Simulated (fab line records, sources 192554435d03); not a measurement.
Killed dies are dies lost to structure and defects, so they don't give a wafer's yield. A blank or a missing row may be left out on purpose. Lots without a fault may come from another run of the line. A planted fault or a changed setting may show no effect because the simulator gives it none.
Chamber matching | flow n5_finfet | N5_HKMG_FIN_STRIP_89 on rie_diel-02: 4 sister chambers
The step strips SOC in N2/H2, time 20 s. 18 wafers are shown with their chamber, then 9 later ones without.

WAFERS WITH THEIR CHAMBER
wafer  | chamber | throttle_valve_pct (%) | drypump_motor_current_A (A) | showerhead_plenum_p_Torr (Torr)
L075.2 | 2       | 18.8                   | 6.0                         | 3.40
L075.3 | 0       | 19.4                   | 5.9                         | 3.39
L075.6 | 0       | 19.4                   | 5.9                         | 3.39
L079.1 | 3       | 18.7                   | 5.6                         | 3.45
L079.2 | 2       | 18.8                   | 6.1                         | 3.40
L079.4 | 1       | 18.9                   | 6.3                         | 3.43
L080.2 | 0       | 19.4                   | 5.9                         | 3.39
L080.3 | 2       | 18.8                   | 6.0                         | 3.40
L080.6 | 1       | 19.0                   | 6.3                         | 3.43
L081.1 | 2       | 18.8                   | 6.0                         | 3.40
L081.3 | 1       | 19.0                   | 6.3                         | 3.43
L081.6 | 3       | 18.7                   | 5.6                         | 3.45
L082.2 | 1       | 19.0                   | 6.3                         | 3.43
L082.3 | 0       | 19.4                   | 5.9                         | 3.38
L082.6 | 0       | 19.4                   | 5.9                         | 3.38
L089.2 | 0       | 19.4                   | 5.8                         | 3.37
L089.3 | 1       | 19.0                   | 6.3                         | 3.42
L089.6 | 1       | 19.0                   | 6.3                         | 3.42

SIGNATURES (means of the wafers above)
reading                  | chamber 0 | chamber 1 | chamber 2 | chamber 3 | scatter within a chamber
throttle_valve_pct       | 19.400    | 18.983    | 18.800    | 18.700    | 0.0244
drypump_motor_current_A  | 5.883     | 6.300     | 6.025     | 5.600     | 0.0336
showerhead_plenum_p_Torr | 3.3833    | 3.4267    | 3.4000    | 3.4500    | 0.00577
Rule: a wafer's distance from a chamber is the root of the sum, over the readings, of the square of ((its reading less the chamber's mean) divided by the reading's scatter). The wafer belongs to the nearest chamber; if the next one is less than 2 further off, it can't be placed. The scatter: the root of (the sum of the squares of (reading less its chamber's mean) over the shown wafers, divided by (wafers less chambers)).

WAFERS WITHOUT THEIR CHAMBER
wafer  | throttle_valve_pct (%) | drypump_motor_current_A (A) | showerhead_plenum_p_Torr (Torr)
L094.4 | 19.0                   | 6.3                         | 3.41
L094.5 | 18.9                   | 6.1                         | 3.38
L094.6 | 18.8                   | 5.6                         | 3.43
L095.2 | 18.9                   | 6.0                         | 3.38
L095.3 | 19.0                   | 6.3                         | 3.41
L095.5 | 18.8                   | 5.6                         | 3.43
L096.1 | 18.9                   | 6.0                         | 3.38
L096.2 | 18.8                   | 5.6                         | 3.43
L096.3 | 19.0                   | 6.3                         | 3.41

WHICH CHAMBER EACH WENT THROUGH
wafer  | from the rows above | in truth
L094.4 | 1                   | 1
L094.5 | 2                   | 2
L094.6 | 3                   | 3
L095.2 | 2                   | 2
L095.3 | 1                   | 1
L095.5 | 3                   | 3
L096.1 | 2                   | 2
L096.2 | 3                   | 3
L096.3 | 1                   | 1
Placed correctly: 9 of 9. Can't be placed from these rows: 0. Placed wrongly: 0.
